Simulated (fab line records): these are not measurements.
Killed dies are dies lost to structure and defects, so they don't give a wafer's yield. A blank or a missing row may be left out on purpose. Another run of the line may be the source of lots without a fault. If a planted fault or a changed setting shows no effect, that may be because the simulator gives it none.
Split-lot trial || flow n5-finfet || on a route of 1938 steps: 7 lots, 21 wafers read

== SPLIT DETAILS ==
At N5_BEOL_M1_ETCH_70 (etches SOC in N2/H2, target depth 80 nm, overetch 16 nm, time 120 s), the setting bias-w was moved away from the recipe's 150 W on 6 of the 21 wafers read, by -15.9% to +12.5%. For the rest of the wafers, this setting stayed at what the recipe calls for.

The reading is taken at the split's own step.

== THE READING ==
rf-vpp-V, in V, at N5_BEOL_M1_ETCH_70 (etches SOC in N2/H2, target depth 80 nm, overetch 16 nm, time 120 s). A value of 524.4 V with a standard deviation of 2.1 V is what fault-free wafers of this fab line usually give.

{"wafer": "L079.1", "tool, chamber at the split": "rie-diel-01, 3", "bias-w as run, W": 136.7, "against the recipe": "-8.9%", "rf-vpp-V, V": 494.1, "against lot-mates on the recipe": -28.9}
{"wafer": "L079.3", "tool, chamber at the split": "rie-diel-01, 2", "bias-w as run, W": 150, "against the recipe": "recipe", "rf-vpp-V, V": 521.9, "against lot-mates on the recipe": "-"}
{"wafer": "L079.6", "tool, chamber at the split": "rie-diel-01, 3", "bias-w as run, W": 150, "against the recipe": "recipe", "rf-vpp-V, V": 524.0, "against lot-mates on the recipe": "-"}
{"wafer": "L080.1", "tool, chamber at the split": "rie-diel-02, 1", "bias-w as run, W": 150, "against the recipe": "recipe", "rf-vpp-V, V": 527.5, "against lot-mates on the recipe": "-"}
{"wafer": "L080.2", "tool, chamber at the split": "rie-diel-02, 2", "bias-w as run, W": 150, "against the recipe": "recipe", "rf-vpp-V, V": 525.4, "against lot-mates on the recipe": "-"}
{"wafer": "L080.4", "tool, chamber at the split": "rie-diel-02, 0", "bias-w as run, W": 168.7, "against the recipe": "+12.5%", "rf-vpp-V, V": 560.7, "against lot-mates on the recipe": "+34.2"}
{"wafer": "L082.3", "tool, chamber at the split": "rie-diel-02, 3", "bias-w as run, W": 150, "against the recipe": "recipe", "rf-vpp-V, V": 525.2, "against lot-mates on the recipe": "-"}
{"wafer": "L082.4", "tool, chamber at the split": "rie-diel-02, 2", "bias-w as run, W": 160.4, "against the recipe": "+6.9%", "rf-vpp-V, V": 549.7, "against lot-mates on the recipe": "+24.2"}
{"wafer": "L082.5", "tool, chamber at the split": "rie-diel-02, 3", "bias-w as run, W": 150, "against the recipe": "recipe", "rf-vpp-V, V": 525.7, "against lot-mates on the recipe": "-"}
{"wafer": "L083.2", "tool, chamber at the split": "rie-diel-06, 0", "bias-w as run, W": 150, "against the recipe": "recipe", "rf-vpp-V, V": 523.8, "against lot-mates on the recipe": "-"}
{"wafer": "L083.3", "tool, chamber at the split": "rie-diel-06, 3", "bias-w as run, W": 150, "against the recipe": "recipe", "rf-vpp-V, V": 522.0, "against lot-mates on the recipe": "-"}
{"wafer": "L083.6", "tool, chamber at the split": "rie-diel-06, 0", "bias-w as run, W": 150, "against the recipe": "recipe", "rf-vpp-V, V": 523.5, "against lot-mates on the recipe": "-"}
{"wafer": "L090.3", "tool, chamber at the split": "rie-diel-02, 0", "bias-w as run, W": 150, "against the recipe": "recipe", "rf-vpp-V, V": 521.7, "against lot-mates on the recipe": "-"}
{"wafer": "L090.5", "tool, chamber at the split": "rie-diel-02, 2", "bias-w as run, W": 150, "against the recipe": "recipe", "rf-vpp-V, V": 527.2, "against lot-mates on the recipe": "-"}
{"wafer": "L090.6", "tool, chamber at the split": "rie-diel-02, 1", "bias-w as run, W": 133.8, "against the recipe": "-10.8%", "rf-vpp-V, V": 489.5, "against lot-mates on the recipe": -35.0}
{"wafer": "L092.1", "tool, chamber at the split": "rie-diel-06, 0", "bias-w as run, W": 150, "against the recipe": "recipe", "rf-vpp-V, V": 522.8, "against lot-mates on the recipe": "-"}
{"wafer": "L092.5", "tool, chamber at the split": "rie-diel-06, 0", "bias-w as run, W": 150, "against the recipe": "recipe", "rf-vpp-V, V": 521.6, "against lot-mates on the recipe": "-"}
{"wafer": "L092.6", "tool, chamber at the split": "rie-diel-06, 1", "bias-w as run, W": 126.1, "against the recipe": "-15.9%", "rf-vpp-V, V": 471.5, "against lot-mates on the recipe": -50.7}
{"wafer": "L096.2", "tool, chamber at the split": "rie-diel-06, 3", "bias-w as run, W": 150, "against the recipe": "recipe", "rf-vpp-V, V": 523.8, "against lot-mates on the recipe": "-"}
{"wafer": "L096.3", "tool, chamber at the split": "rie-diel-06, 0", "bias-w as run, W": 150, "against the recipe": "recipe", "rf-vpp-V, V": 520.8, "against lot-mates on the recipe": "-"}
{"wafer": "L096.6", "tool, chamber at the split": "rie-diel-06, 3", "bias-w as run, W": 138.1, "against the recipe": "-7.9%", "rf-vpp-V, V": 494.5, "against lot-mates on the recipe": -27.8}

THE FIT
A straight line over all 21 wafers: rf-vpp-V changes by +3.26 V for each +1% of bias-w; r = +0.99; the points scatter about the line by 2.3 V.
The same after taking each lot's own level away (the mean of its wafers on the recipe; 21 wafers): +3.14 V for each +1%; r = +1.00; scatter 1.8 V.
The reading moves by 50 V for the largest change in bias-w, on that fit.
The lots' own levels span 522.20 to 526.45 V, that is 2.0 times the standard deviation above.
So the lot-to-lot level changes the slope little: the two slopes agree.
Check: for one of the wafers moved furthest among these (-15.9%), held out of the fit, the line's prediction against its lot-mates is -50.3 V. It came out at -50.7 V against them.
Tool readings at the split's step, against how far the setting was moved: rf-vpp-V r = +0.99.

== FILE'S OWN FIT ==
rf-vpp-V changes by +3.15 V for each +1% of bias-w, r = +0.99.
